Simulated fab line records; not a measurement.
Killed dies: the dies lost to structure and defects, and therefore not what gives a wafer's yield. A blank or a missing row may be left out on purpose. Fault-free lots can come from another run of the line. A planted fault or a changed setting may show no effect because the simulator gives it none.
A struck lot beside a sound one -- flow nand harc -- 41 out of 1159 route steps
Sound: wafers L380.1, L380.5, L380.6. Struck: wafer L399.6 (left out: L399.1, L399.5 of the same lot, which were not struck); the cause appears at the end.
Order at every step that has rows: each side's tool, ch and its chambers, its first start. Under that, the readings that differ: sound wafers -- struck wafers -- difference of the means -- sigmas: that difference in standard deviations of wafers without a fault.
alike: a reading whose means differ by less than 2 such deviations, as well as words and numbers matching on both sides. not compared: withheld readings; readings where some wafer has no value; bounds like >300 that might hide an equal value; numbers whose values overlap and for which the record gives no deviation.
A row with sigmas, a row that says differs or no value, or rows on one side alone: a step with any of these is where the two part. When numbers do not overlap yet have no deviation, they are printed without sigmas and do not part them. Lack of a reading on every wafer of one side parts them only where that side has two or more wafers.

NHARC_A_M0_CD_MEAS_09: target cd 80 nm.
  sound on cd sem-03 ch 0, day 17 20:58; struck on cd sem-02 ch 0, day 22 09:30
  alike: cd nm
NHARC_A_M0_OVL_MEAS_10: pitch 160 nm.
  sound: overlay-01 at day 17 21:03; struck: overlay-02 at day 22 09:37
  alike: overlay x nm, overlay y nm
NHARC_A_M0_INSPECT_11:
  sound: defect inspect-02 at day 17 21:05; struck: defect inspect-02 at day 22 09:39
reading,sound,struck,difference,sigmas
raw defect count,15 9 10,58,+47,+3
then, 3 steps without rows for these wafers: NHARC_A_M0_DESCUM_14 (chemistry O2, time 3 s); NHARC_A_M0_ETCH_34 (etches the open film in N2/H2, target depth 40 nm, overetch 12 nm, time 43.94 s); NHARC_A_M0_ETCH_15 (etches the open film in C4F8/Ar, target depth 150 nm, overetch 15 nm, time 82.5 s).
NHARC_A_M0_CD_MEAS_16:
  sound: cd sem-03 at day 17 21:27; struck: cd sem-01 at day 22 10:00
  alike: cd nm
then, 3 steps without rows for these wafers: NHARC_A_M0_STRIP_18 (strips in N2/H2); NHARC_A_M0_STRIP_19 (strips in post etch residue remover, time 600 s); NHARC_A_M0_DEGAS_28 (time 60 s).
NHARC_A_M0_PRE_CLEAN_29: time 30 s.
  sound on pvd sputter-01; struck on pvd sputter-03
  alike: heater power w
then, 1 step without rows for these wafers: NHARC_A_M0_PVD_20 (deposits TaN, target thk 5 nm, time 8.06 s).
NHARC_A_M0_PVD_21: deposits Cu, target thk 30 nm, time 20.49 s.
  sound: pvd sputter-01 at day 17 22:21; struck: pvd sputter-03 at day 22 10:53
  alike: cathode dc power W, throttle valve pct
then, 1 step without rows for these wafers: NHARC_A_M0_ECD_22 (material Cu, target thk 400 nm).
NHARC_A_M0_ANNEAL_30: time 90 s.
  sound on rtp anneal-01 ch 0, day 17 22:52; struck on rtp anneal-02 ch 0, day 22 11:22
  alike: wafer_temp_C_max
then, 2 steps without rows for these wafers: NHARC_A_M0_CMP_23 (polishes, t overpolish 20 s, target thk 113.75 nm); NHARC_A_M0_SRD_25.
NHARC_A_M0_INSPECT_27:
  sound: defect inspect-01 at day 17 23:42; struck: defect inspect-01 at day 22 12:11
reading,sound,struck,difference,sigmas
raw defect count,489 411 418,733,+294,+3
then, 12 steps without rows for these wafers: NHARC_A_M0_PRE_CLEAN_31 (time 12 s); NHARC_A_M0_DEP_32 (deposits SiCN, target thk 30 nm); NHARC_A_M1_DEP_00 (deposits SiOC, target thk 182.5 nm); NHARC_A_M1_DEHYDRATE_01 (time 120 s); NHARC_A_M1_HMDS_02 (time 30 s); NHARC_A_M1_COAT_34 (time 65 s); NHARC_A_M1_COAT_03 (resist thk 90 nm); NHARC_A_M1_SOFTBAKE_04 (time 55 s); NHARC_A_M1_EBR_05; NHARC_A_M1_EXPOSE_06 (exposes mask A M1, target cd 120 nm); NHARC_A_M1_PEB_07 (peb time 65 s); NHARC_A_M1_DEVELOP_08 (develop time 35 s).
NHARC_A_M1_CD_MEAS_09: target cd 120 nm.
  the record has rows for the sound wafers here (cd sem-01 ch 0, day 18 00:58) and none for the struck ones
NHARC_A_M1_OVL_MEAS_10: pitch 240 nm.
  rows exist in the record for the sound wafers here (overlay-01, day 18 01:03), none for the struck ones
NHARC_A_M1_INSPECT_11:
  rows exist in the record for the sound wafers here (defect inspect-02, day 18 01:05), none for the struck ones
NHARC_A_M1_DESCUM_14: chemistry O2, time 3 s.
  the record has rows for the sound wafers here (rie diel-09 ch 2,3, day 18 01:10) and none for the struck ones
NHARC_A_M1_ETCH_35: etches the open film in N2/H2, target depth 40 nm, overetch 12 nm, time 43.94 s.
  the record has rows for the sound wafers here (rie diel-09 ch 0,1,2, day 18 01:15) and none for the struck ones
NHARC_A_M1_ETCH_15: etches the open film in C4F8/Ar, target depth 182.5 nm, time 91.2 s.
  the record has rows for the sound wafers here (rie diel-09 ch 0,3) and none for the struck ones
NHARC_A_M1_CD_MEAS_16:
  rows exist in the record for the sound wafers here (cd sem-01, day 18 01:27), none for the struck ones
then, 3 steps without rows for these wafers: NHARC_A_M1_STRIP_18 (strips in N2/H2); NHARC_A_M1_ETCH_28 (etches the open film in CF4/N2, target depth 30 nm, time 72.99 s); NHARC_A_M1_STRIP_19 (strips in post etch residue remover, time 600 s).
NHARC_END_SORT_01:
  sound on prober-02 ch 0, day 20 03:31; struck on prober-02 ch 0, day 24 09:32
reading,sound,struck,difference,sigmas
hold,- - -,await dispo/1.8h/release,no value on the sound wafers,
defect limited yield (%),96.8 97.9 97.6,0,-97,-61
killed at array,15 9 9,671,+660,+55
killed dies,22 14 16,677,+660,+60
sort_bin_2_pct (%),1.2 0.6 1.2,93.9,+92.9,+99 or more
sort_bin_4_pct (%),1.9 1.5 1.2,5.6,+4.1,+4
sort n pass,655 663 661,0,-660,-60
sort rim yield pct (%),95.3 98.1 96.2,0,-97,-36
sort yield pct (%),96.8 97.9 97.6,0,-97,-61
  alike: killed at other, killed at periphery, killed open, killed short, sort_bin_3_pct

== WHERE THEY PART ==
At NHARC_A_M0_INSPECT_11 first; at NHARC_END_SORT_01 last (within this record only).

WHY: what the simulator had put in
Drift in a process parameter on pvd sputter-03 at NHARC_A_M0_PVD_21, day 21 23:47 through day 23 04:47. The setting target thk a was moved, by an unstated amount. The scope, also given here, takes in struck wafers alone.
